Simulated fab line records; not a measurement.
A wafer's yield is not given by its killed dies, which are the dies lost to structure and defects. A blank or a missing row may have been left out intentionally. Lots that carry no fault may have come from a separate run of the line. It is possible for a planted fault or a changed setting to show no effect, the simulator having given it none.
fab line records	flow n5-finfet
record: lots: 11	wafers: 33	last-day: 17
route steps=1938 shown PMOS_HMC_CHANNEL_EPI@69 FIN_SAQP@100 BEOL_M4@1111
lots untouched by any fault: they come from a run of this same line in which no faults occurred
start-h: start of the lot's first displayed wafer, in hours after the record's first day	wait-h: hours from the lot's prior step to this one	" identical to the entry in the row above	L1.1+2: several wafers, shown together as one row	- value missing, or start not given	* or withheld: withheld	< > ~ a bound
route shown NAME@n: a module of which the file shows steps, and the number in the route of the first	usual: mean/standard deviation taken from wafers without a fault	same: alike in all rows	chamber/n: place in a boat	sites: each site's reading	_std_site: how widely they spread, as a standard deviation	_edge_site: mean of outer sites minus mean of inner sites	radius-mm: for every site, how far away it sits from the centre of the wafer	mask NAME#n: copy n	behind: the last tool/chamber to shape the wafer	hold: what put the lot on hold/how long, in hours/how the hold closed	device: which transistor (n, p or np) failed to switch	end of line: tests of these same wafers at the route's end	for a step that has no rows: nothing shown but its recipe	killed: at the first sort, the dies lost to defects and structure; wafer yield is something else	map: a wafer's dies, x killed, . not, _ none there
set.NAME: the run value of the setting; set.NAME@STEP: its run value at that earlier step	model.NAME: the simulator's own value behind a step, which no gauge read
route steps across a sampled set of lots; one table per step, one row per wafer
services: from which hour (start-h, from the record's first day; less than 0 if before it) a tool's chamber was out of use, for how many hours, and why
== steps ==
step: N5_PMOS_HMC_CHANNEL_EPI_ETCH_32
recipe: chemistry: N2/H2	target: BARC	stop-on: SiO2	target-depth-a: 858	over-etch-frac: 0.3	time-s: 50.3	ion-energy-ev: 200	mask-material: CAR-ArF-block	pressure-mtorr: 30	source-w: 840	bias-w: 150	n2-flow-sccm: 200	h2-flow-sccm: 200
usual: chamber-pressure-mTorr: 30.000/0.028	drypump-motor-current-A: 5.9/0.53	oes-product-au: 0.64/0.046	rf-fwd-power-W: 833/3.2	rf-vpp-V: 524.5/2.3	showerhead-plenum-p-Torr: 2.57/0.084	throttle-valve-pct: 17.92/0.24
lot.wafer	tool	chamber	start-h	wait-h	chamber-pressure-mTorr	drypump-motor-current-A	oes-product-au	rf-fwd-power-W	rf-hours-counter-h	rf-vpp-V	showerhead-plenum-p-Torr	throttle-valve-pct
L286.1	rie-diel-05	2	17.26	0.0	29.986	6.6	0.69	831	104	524.8	2.55	17.77
L286.3	"	3	"	"	29.986	5.9	0.65	826	124	525.8	2.67	18.08
L286.4	"	0	"	"	29.964	6.6	0.69	830	103	521.4	2.47	17.61
L287.1	rie-diel-03	3	23.48	0.0	29.978	4.8	0.66	837	124	527.4	2.66	17.88
L287.4	"	2	"	"	29.981	6.0	0.62	829	216	526.0	2.63	18.30
L287.6	"	1	"	"	29.991	5.3	0.66	829	-	523.0	2.53	17.99
L288.4	rie-diel-05	1	29.39	0.0	29.975	5.3	0.62	838	196	525.8	2.62	17.88
L288.5	"	0	"	"	29.982	6.6	0.68	831	-	520.5	2.47	17.60
L288.6	"	3	"	"	29.972	5.9	0.64	835	-	527.5	2.66	18.10
L289.3	rie-diel-03	0	35.78	0.0	30.020	5.9	0.60	829	221	522.4	2.52	18.38
L289.5	"	2	"	"	29.988	6.0	0.60	828	-	526.5	2.63	18.32
L289.6	"	1	"	"	29.986	5.3	0.66	835	-	523.1	2.53	18.01
L290.1	rie-diel-05	1	41.36	0.0	30.015	5.3	0.62	834	200	526.5	2.62	17.89
L290.2	"	0	"	"	29.959	6.6	0.68	833	111	519.8	2.47	17.62
L290.3	"	3	"	"	29.979	5.8	0.64	832	131	528.4	2.66	18.10
L299.2	rie-diel-05	3	96.10	0.0	30.049	5.8	0.63	832	148	527.1	2.65	18.12
L299.4	"	0	"	"	30.002	6.6	0.67	832	128	521.7	2.46	17.64
L299.6	"	1	"	"	29.971	5.3	0.61	836	-	524.4	2.61	17.90
L300.2	rie-diel-05	2	101.36	0.0	30.001	6.6	0.67	835	131	525.4	2.54	17.81
L300.4	"	1	"	"	29.996	5.3	0.61	835	220	525.1	2.61	17.90
L300.6	"	3	"	"	30.026	5.8	0.63	831	-	526.2	2.65	18.12
L301.1	rie-diel-03	3	107.96	0.0	30.046	4.8	0.65	839	147	527.8	2.65	17.92
L301.3	"	1	"	"	29.976	5.4	0.64	833	151	522.4	2.52	18.05
L301.6	"	3	"	"	29.980	4.8	0.65	837	-	526.3	2.65	17.92
L302.2	rie-diel-03	0	113.33	0.0	30.038	6.0	0.58	834	246	523.2	2.51	18.41
L302.3	"	2	"	"	29.995	6.0	0.59	830	245	527.4	2.62	18.35
L302.5	"	3	"	"	29.993	4.8	0.65	840	-	526.5	2.65	17.92
L304.2	rie-diel-02	3	125.77	0.0	30.014	6.3	0.60	829	213	526.8	2.65	17.96
L304.3	"	2	"	"	29.969	5.9	0.61	834	222	519.5	2.39	17.70
L304.5	"	3	"	"	30.016	6.2	0.60	830	-	525.0	2.65	18.00
L305.2	rie-diel-02	0	132.21	0.0	29.998	5.2	0.62	833	214	524.6	2.61	17.72
L305.5	"	1	"	"	30.001	6.3	0.72	832	-	524.2	2.61	17.64
L305.6	"	2	"	"	30.009	5.9	0.62	832	-	520.5	2.39	17.71
step: N5_PMOS_HMC_CHANNEL_EPI_EPI_20
recipe: material: SiGe30	mask-material: SiO2	pressure-torr: 20	target-thk-a: 590	temp-c: 600
usual: susceptor-temp-C: 600.10/0.28
lot.wafer	tool	chamber	start-h	wait-h	susceptor-temp-C
L286.1	epi-rpcvd-03	0	17.85	0.0	600.43
L286.3	"	0	"	"	600.20
L286.4	"	0	"	"	600.35
L287.1	epi-rpcvd-02	0	24.09	0.0	599.84
L287.4	"	0	"	"	600.32
L287.6	"	0	"	"	600.41
L288.4	epi-rpcvd-04	0	30.58	0.6	600.16
L288.5	"	0	"	"	600.52
L288.6	"	0	"	"	600.36
L289.3	epi-rpcvd-03	0	36.78	0.4	600.34
L289.5	"	0	"	"	600.37
L289.6	"	0	"	"	600.16
L290.1	epi-rpcvd-02	0	41.96	0.0	599.53
L290.2	"	0	"	"	599.82
L290.3	"	0	"	"	599.75
L299.2	epi-rpcvd-02	0	96.90	0.2	600.41
L299.4	"	0	"	"	599.88
L299.6	"	0	"	"	599.76
L300.2	epi-rpcvd-02	0	102.16	0.2	600.12
L300.4	"	0	"	"	600.19
L300.6	"	0	"	"	600.11
L301.1	epi-rpcvd-03	0	108.60	0.0	600.15
L301.3	"	0	"	"	599.74
L301.6	"	0	"	"	600.11
L302.2	epi-rpcvd-04	0	114.33	0.2	600.14
L302.3	"	0	"	"	599.87
L302.5	"	0	"	"	600.09
L304.2	epi-rpcvd-03	0	126.57	0.2	600.31
L304.3	"	0	"	"	600.24
L304.5	"	0	"	"	600.29
L305.2	epi-rpcvd-04	0	134.35	0.2	600.10
L305.5	"	0	"	"	600.14
L305.6	"	0	"	"	600.18
step: N5_PMOS_HMC_CHANNEL_EPI_CMP_21
recipe: material: SiGe30	post-cmp-clean: alkaline-brush	target-thk-nm: 54
usual: edge-zone-pressure-frac: 1.000/0.0042	motor-current-A: 11.7/1.3
lot.wafer	tool	chamber	start-h	wait-h	edge-zone-pressure-frac	motor-current-A
L286.1	cmp-04	2	19.60	0.0	1.011	11.4
L286.4	"	3	"	"	1.002	12.7
L286.3	"	1	"	"	0.993	12.0
L287.1	cmp-01	0	25.88	0.1	0.994	12.6
L287.4	"	1	"	"	0.991	10.0
L287.6	"	1	"	"	0.996	10.1
L288.4	cmp-04	0	31.41	0.1	0.995	13.0
L288.6	"	2	"	"	0.999	11.7
L288.5	"	3	"	"	1.000	12.7
L289.3	cmp-02	3	37.74	0.0	1.006	11.3
L289.6	"	3	"	"	0.999	11.1
L289.5	"	0	"	"	1.002	12.4
L290.1	cmp-02	0	43.30	0.0	0.998	12.1
L290.3	"	2	"	"	1.000	10.5
L290.2	"	3	"	"	0.997	11.2
L299.2	cmp-04	1	98.05	0.0	1.004	11.9
L299.4	"	0	"	"	0.995	12.3
L299.6	"	2	"	"	0.998	11.6
L300.4	cmp-02	2	103.43	0.2	0.997	10.3
L300.2	"	0	"	"	1.000	12.5
L300.6	"	2	"	"	0.992	10.8
L301.1	cmp-04	2	109.93	0.0	1.002	11.9
L301.3	"	0	"	"	1.004	12.5
L301.6	"	3	"	"	1.001	12.7
L302.2	cmp-01	2	115.51	0.1	1.000	11.5
L302.3	"	0	"	"	0.998	12.9
L302.5	"	1	"	"	1.000	10.2
L304.3	cmp-02	0	127.75	0.1	0.997	12.1
L304.2	"	2	"	"	0.999	10.4
L304.5	"	1	"	"	0.998	13.9
L305.2	cmp-02	0	135.60	0.1	0.997	12.3
L305.6	"	1	"	"	1.007	13.6
L305.5	"	2	"	"	1.003	10.4
step: N5_PMOS_HMC_CHANNEL_EPI_THK_MEAS_22
recipe: reads: SiGe30_of_PMOS_HMC_CHANNEL_EPI_EPI_20
usual: HMC_CMP_THK: 54.1/1.3
lot.wafer	tool	chamber	start-h	wait-h	HMC_CMP_THK[nm]
L286.1	film-metro-01	-	19.89	-	54.2
L286.3	"	-	"	"	54.7
L286.4	"	-	"	"	55.9
L287.1	film-metro-02	-	26.17	-	54.9
L287.4	"	-	"	"	54.4
L287.6	"	-	"	"	51.8
L288.4	film-metro-02	-	31.63	-	54.0
L288.5	"	-	"	"	53.8
L288.6	"	-	"	"	54.5
L289.3	film-metro-02	-	38.03	-	55.7
L289.5	"	-	"	"	54.8
L289.6	"	-	"	"	53.5
L290.1	film-metro-01	-	43.59	-	52.5
L290.2	"	-	"	"	53.7
L290.3	"	-	"	"	55.1
L299.2	film-metro-02	-	98.34	-	34.8
L299.4	"	-	"	"	54.6
L299.6	"	-	"	"	53.4
L300.2	film-metro-01	-	103.69	-	34.7
L300.4	"	-	"	"	54.1
L300.6	"	-	"	"	55.0
L301.1	film-metro-01	-	110.23	-	54.8
L301.3	"	-	"	"	54.0
L301.6	"	-	"	"	54.5
L302.2	film-metro-01	-	115.76	-	55.2
L302.3	"	-	"	"	52.4
L302.5	"	-	"	"	52.1
L304.2	film-metro-02	-	128.05	-	54.3
L304.3	"	-	"	"	54.1
L304.5	"	-	"	"	54.2
L305.2	film-metro-01	-	135.78	-	55.3
L305.5	"	-	"	"	55.1
L305.6	"	-	"	"	55.2
step: N5_FIN_SAQP_PECVD_06
recipe: material: a-Si	target-thk-a: 600	temp-c: 400	precursor: SiH4/He	pressure-torr: 3	rf-w: 100	time-s: 48.1
usual: heater-power-w: 835/96	rf-fwd-power-W: 99.2/0.36	showerhead-plenum-p-Torr: 5.66/0.042	susceptor-temp-C: 400.03/0.23	throttle-valve-pct: 18.0/0.81
lot.wafer	tool	chamber	start-h	wait-h	heater-power-w	rf-fwd-power-W	showerhead-plenum-p-Torr	susceptor-temp-C	throttle-valve-pct
L286.1	pecvd-03	2	21.16	0.0	803	99.6	5.63	400.02	17.3
L286.3	"	2	"	"	778	99.2	5.64	400.04	17.6
L286.4	"	1	"	"	902	99.5	5.62	399.71	18.7
L287.1	pecvd-02	0	28.56	0.0	761	99.2	5.66	400.40	18.3
L287.4	"	0	"	"	776	99.5	5.65	400.02	18.3
L287.6	"	1	"	"	845	99.0	5.64	399.74	19.8
L288.4	pecvd-01	2	32.92	0.0	896	99.5	5.73	400.27	17.2
L288.5	"	0	"	"	839	99.2	5.66	399.91	17.5
L288.6	"	1	"	"	907	99.2	5.62	400.21	18.3
L289.3	pecvd-02	0	39.33	0.0	752	99.6	5.64	400.21	18.4
L289.5	"	0	"	"	758	99.6	5.65	400.34	18.4
L289.6	"	1	"	"	837	99.0	5.63	400.05	20.3
L290.1	pecvd-01	1	45.03	0.0	950	99.7	5.61	399.95	18.4
L290.2	"	2	"	"	819	99.0	5.72	400.02	17.4
L290.3	"	0	"	"	814	99.3	5.64	400.13	17.2
L299.2	pecvd-01	2	99.57	0.0	874	98.4	5.72	400.36	17.7
L299.4	"	1	"	"	994	98.7	5.63	400.01	18.2
L299.6	"	0	"	"	829	98.8	5.65	399.56	17.7
L300.2	pecvd-03	2	104.91	0.0	807	98.9	5.64	400.24	17.5
L300.4	"	2	"	"	805	99.2	5.63	400.16	17.6
L300.6	"	0	"	"	688	99.3	5.69	400.24	17.3
L301.1	pecvd-01	0	111.84	0.0	861	99.0	5.65	400.24	17.8
L301.3	"	2	"	"	867	100.2	5.73	399.80	17.3
L301.6	"	1	"	"	1026	99.4	5.62	399.74	18.2
L302.2	pecvd-01	0	117.01	0.0	792	99.3	5.65	400.42	17.9
L302.3	"	2	"	"	913	99.1	5.72	400.42	17.4
L302.5	"	0	"	"	804	99.0	5.66	399.82	17.8
L304.2	pecvd-01	2	129.28	0.0	866	99.6	5.73	399.95	17.2
L304.3	"	0	"	"	822	99.0	5.66	400.23	17.5
L304.5	"	2	"	"	855	99.4	5.74	400.21	17.6
L305.2	pecvd-03	0	137.12	0.0	660	99.7	5.71	399.68	17.2
L305.5	"	2	"	"	727	99.5	5.65	399.83	17.9
L305.6	"	0	"	"	657	99.5	5.71	400.07	17.4
step: N5_BEOL_M4_RC_MEAS_101
usual: CJ_P: 5.72/0.27	DIBL_N: 36.4/2.7	DIBL_P: 36/3.2	IOFF_N: 0.16/0.046	IOFF_P: 0.21/0.055	IOFF_P_85C: 3.7/0.82	IOFF_P_LIN: 0.100/0.02	IOFF_P_LONG: 0.000103/1.1e-05	ION_N: 677/15	ION_P: 464/11	REXT_P: 99.9/2.2	RS_NWELL: 1037/6.4	SS_N: 71.5/0.79	SS_P: 73.3/0.93	VT_N: 250/4.1	VT_P: -251/4.4	VT_P_LONG: -276/3.5
lot.wafer	tool	chamber	start-h	wait-h	CJ_P	DIBL_N[mV/V]	DIBL_P[mV/V]	IOFF_N[nA/um]	IOFF_P[nA/um]	IOFF_P_85C[nA/um]	IOFF_P_LIN[nA/um]	IOFF_P_LONG[nA/um]	ION_N[uA/um]	ION_P[uA/um]	REXT_P[ohm.um]	RS_NWELL[ohm/sq]	SS_N[mV/dec]	SS_P[mV/dec]	VT_N[mV]	VT_P[mV]	VT_P_LONG[mV]
L286.1	prober-01	0	164.22	0.2	5.74	34.9	35	0.14	0.22	3.9	0.110	0.000119	670	466	99.3	1041	72.1	73.6	251	-247	-269
L286.3	"	0	"	"	5.40	36.4	37	0.18	0.26	4.5	0.128	0.000118	683	472	100.7	1027	72.4	73.2	247	-245	-270
L286.4	"	0	"	"	5.15	39.0	41	0.23	0.35	5.8	0.151	0.000111	690	470	102.2	1043	72.5	75.1	247	-240	-270
L287.1	prober-02	0	166.53	0.0	5.30	37.0	35	0.16	0.21	3.7	0.103	0.000106	680	467	100.3	1032	71.0	73.8	249	-249	-274
L287.4	"	0	"	"	5.87	43.5	44	0.32	0.42	6.6	0.169	0.000115	733	500	97.3	1040	72.7	76.2	242	-240	-271
L287.6	"	0	"	"	6.25	39.5	38	0.22	0.29	4.8	0.131	0.000123	692	479	98.1	1032	71.5	73.5	244	-245	-273
L289.3	prober-01	0	189.09	0.3	5.73	38.3	40	0.22	0.36	5.9	0.157	0.000135	695	487	101.6	1033	72.9	73.0	242	-239	-267
L289.5	"	0	"	"	5.50	37.2	38	0.19	0.28	4.7	0.131	0.000127	691	478	104.1	1030	72.2	73.6	245	-242	-268
L289.6	"	0	"	"	6.04	35.4	36	0.16	0.26	4.5	0.125	0.000137	682	481	102.6	1034	72.0	73.0	248	-243	-269
L288.4	prober-02	0	201.23	0.5	5.85	36.1	36	0.15	0.20	3.5	0.095	0.000103	674	469	99.1	1037	70.7	72.6	250	-248	-275
L288.5	"	0	"	"	5.94	37.3	37	0.18	0.23	4.0	0.106	0.000105	681	471	98.1	1024	71.8	74.1	247	-250	-276
L288.6	"	0	"	"	5.93	37.3	38	0.18	0.24	4.2	0.111	0.000105	689	474	98.6	1029	71.7	73.8	246	-248	-277
L290.1	prober-02	0	206.75	0.0	6.07	31.4	29	0.09	0.13	2.3	0.068	0.000104	648	452	94.9	1043	69.9	71.0	256	-257	-278
L290.2	"	0	"	"	5.77	36.5	36	0.17	0.21	3.7	0.100	9.9e-05	691	470	96.3	1036	71.7	72.6	246	-249	-276
L290.3	"	0	"	"	5.63	35.3	34	0.14	0.18	3.2	0.087	9.7e-05	677	463	94.9	1044	71.3	72.5	252	-253	-276
L300.2	prober-02	0	257.55	0.2	3.50	33.3	167	0.12	70.73	478.5	0.811	5.4e-05	656	303	128.5	1080	71.3	157.5	254	-257	-293
L300.4	"	0	"	"	5.54	38.7	39	0.24	0.25	4.2	0.108	9.5e-05	684	456	100.7	1036	72.1	75.0	244	-251	-277
L300.6	"	0	"	"	5.32	36.7	35	0.18	0.19	3.4	0.090	9.2e-05	653	445	100.0	1035	72.6	73.5	252	-254	-277
L299.2	prober-01	0	263.50	0.2	4.36	34.6	61	0.13	1.43	18.4	0.122	6.5e-05	667	320	123.5	1078	71.4	91.9	254	-259	-286
L299.4	"	0	"	"	5.69	39.2	41	0.20	0.24	4.2	0.110	9.9e-05	671	459	99.9	1041	72.4	74.0	251	-249	-276
L299.6	"	0	"	"	6.02	42.8	45	0.29	0.35	5.6	0.140	0.000107	698	474	100.4	1041	73.4	75.4	245	-246	-276
L302.2	prober-01	0	266.03	0.2	5.45	36.6	38	0.16	0.19	3.4	0.091	8.7e-05	692	463	99.9	1036	71.7	73.7	248	-253	-278
L302.3	"	0	"	"	6.08	40.7	43	0.25	0.26	4.3	0.109	9.5e-05	694	461	99.3	1035	72.5	74.8	247	-250	-280
L302.5	"	0	"	"	6.08	37.0	40	0.16	0.21	3.6	0.095	9.7e-05	668	454	100.7	1033	70.8	73.7	254	-254	-283
L301.1	prober-01	0	275.16	0.0	5.50	34.2	34	0.13	0.17	3.0	0.086	9.6e-05	651	447	102.9	1032	71.6	73.1	251	-252	-277
L301.3	"	0	"	"	5.74	35.1	34	0.13	0.17	3.1	0.088	0.0001	663	452	102.2	1036	70.4	72.6	252	-252	-275
L301.6	"	0	"	"	5.72	39.3	39	0.24	0.25	4.2	0.114	9.8e-05	680	458	102.1	1042	72.6	73.8	247	-247	-278
L304.2	prober-02	0	286.74	0.2	5.49	34.7	35	0.13	0.14	2.6	0.073	8.7e-05	667	445	104.5	1032	71.0	72.4	255	-255	-277
L304.3	"	0	"	"	5.83	37.8	41	0.18	0.22	3.7	0.097	9e-05	671	450	101.9	1028	72.3	73.9	251	-253	-280
L304.5	"	0	"	"	5.75	34.3	36	0.12	0.16	2.8	0.077	8.9e-05	658	445	102.4	1028	71.2	72.7	254	-258	-279
L305.2	prober-02	0	293.20	0.2	5.66	36.9	38	0.17	0.24	4.2	0.113	0.000109	689	475	97.3	1043	71.3	74.3	247	-247	-273
L305.5	"	0	"	"	5.73	37.6	37	0.17	0.24	4.0	0.108	0.000107	675	466	97.0	1048	72.1	74.6	249	-248	-273
L305.6	"	0	"	"	5.27	37.0	36	0.17	0.22	3.9	0.104	0.0001	676	454	99.3	1038	71.6	74.0	248	-247	-273
== services ==
tool	chamber	start-h	hours	kind
pecvd-03	0	4.78	3.8	repair
pecvd-02	2	6.45	7.9	repair
cmp-01	-	6.66	6.8	pm
cmp-02	-	12.29	4.0	pm
cmp-02	-	16.29	-	consumable-replace:conditioner
cmp-02	-	16.29	-	consumable-replace:pad
rie-diel-02	1	29.54	7.5	repair
rie-diel-02	2	33.44	10.3	repair
epi-rpcvd-02	-	37.86	2.8	pm
pecvd-01	0	50.81	5.5	scheduled-down
rie-diel-03	3	60.59	9.6	repair
epi-rpcvd-02	-	70.57	0.9	repair
pecvd-03	0	74.44	15.9	repair
rie-diel-02	0	83.16	3.2	repair
cmp-02	-	85.20	0.6	repair
cmp-01	-	91.66	2.6	repair
pecvd-02	-	94.22	1.0	repair
pecvd-03	-	98.95	0.7	repair
cmp-04	-	99.64	0.8	repair
rie-diel-05	3	120.53	12.2	repair
cmp-01	-	121.50	1.7	repair
cmp-04	-	124.09	4.0	pm
cmp-04	-	128.09	4.6	pm
rie-diel-05	0	130.14	5.3	repair
== key ==
first-sign: step: N5_PMOS_HMC_CHANNEL_EPI_THK_MEAS_22	reading: HMC_CMP_THK	direction: down	sigmas: 15	usual: 54.1	struck: 34.8
effect: step: N5_BEOL_M4_RC_MEAS_101	reading: IOFF_P	direction: up	sigmas: 99+	usual: 0.21	struck: 36.08
effect: step: N5_BEOL_M4_RC_MEAS_101	reading: IOFF_P_85C	direction: up	sigmas: 99+	usual: 3.7	struck: 248.4
effect: step: N5_BEOL_M4_RC_MEAS_101	reading: SS_P	direction: up	sigmas: 55	usual: 73.3	struck: 124.7
effect: step: N5_BEOL_M4_RC_MEAS_101	reading: DIBL_P	direction: up	sigmas: 25	usual: 36	struck: 114
effect: step: N5_BEOL_M4_RC_MEAS_101	reading: IOFF_P_LIN	direction: up	sigmas: 18	usual: 0.100	struck: 0.467
effect: step: N5_BEOL_M4_RC_MEAS_101	reading: ION_P	direction: down	sigmas: 14	usual: 464	struck: 312
effect: step: N5_BEOL_M4_RC_MEAS_101	reading: REXT_P	direction: up	sigmas: 12	usual: 99.9	struck: 126.0
effect: step: N5_BEOL_M4_RC_MEAS_101	reading: CJ_P	direction: down	sigmas: 6.6	usual: 5.72	struck: 3.93
effect: step: N5_BEOL_M4_RC_MEAS_101	reading: RS_NWELL	direction: up	sigmas: 6.5	usual: 1037	struck: 1079
effect: step: N5_BEOL_M4_RC_MEAS_101	reading: IOFF_P_LONG	direction: down	sigmas: 3.9	usual: 0.000103	struck: 6e-05
effect: step: N5_BEOL_M4_RC_MEAS_101	reading: VT_P_LONG	direction: down	sigmas: 3.9	usual: -276	struck: -289
met-at N5_PMOS_HMC_CHANNEL_EPI_EPI_20
struck-lots L299,L300
struck-wafers L299.2,L300.2
sort-left-out L299.2,L300.2
not-acting-at N5_PMOS_HMC_CHANNEL_EPI_ETCH_32,N5_PMOS_HMC_CHANNEL_EPI_CMP_21,N5_FIN_SAQP_PECVD_06
onset-between 41.96 96.90
fault: kind: process-parameter-drift	tool: epi-rpcvd-02	chamber: -	onset-h: 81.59	steps: N5_PMOS_HMC_CHANNEL_EPI_EPI_20	channel: target-thk-a	offset: *	shape: step	end-h: 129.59	scope: struck-wafers-only	acts-in: *	stated: *
sort-left-out: the simulated sort isn't trusted on such a fault, so these wafers' sort isn't shown, and their yield isn't known
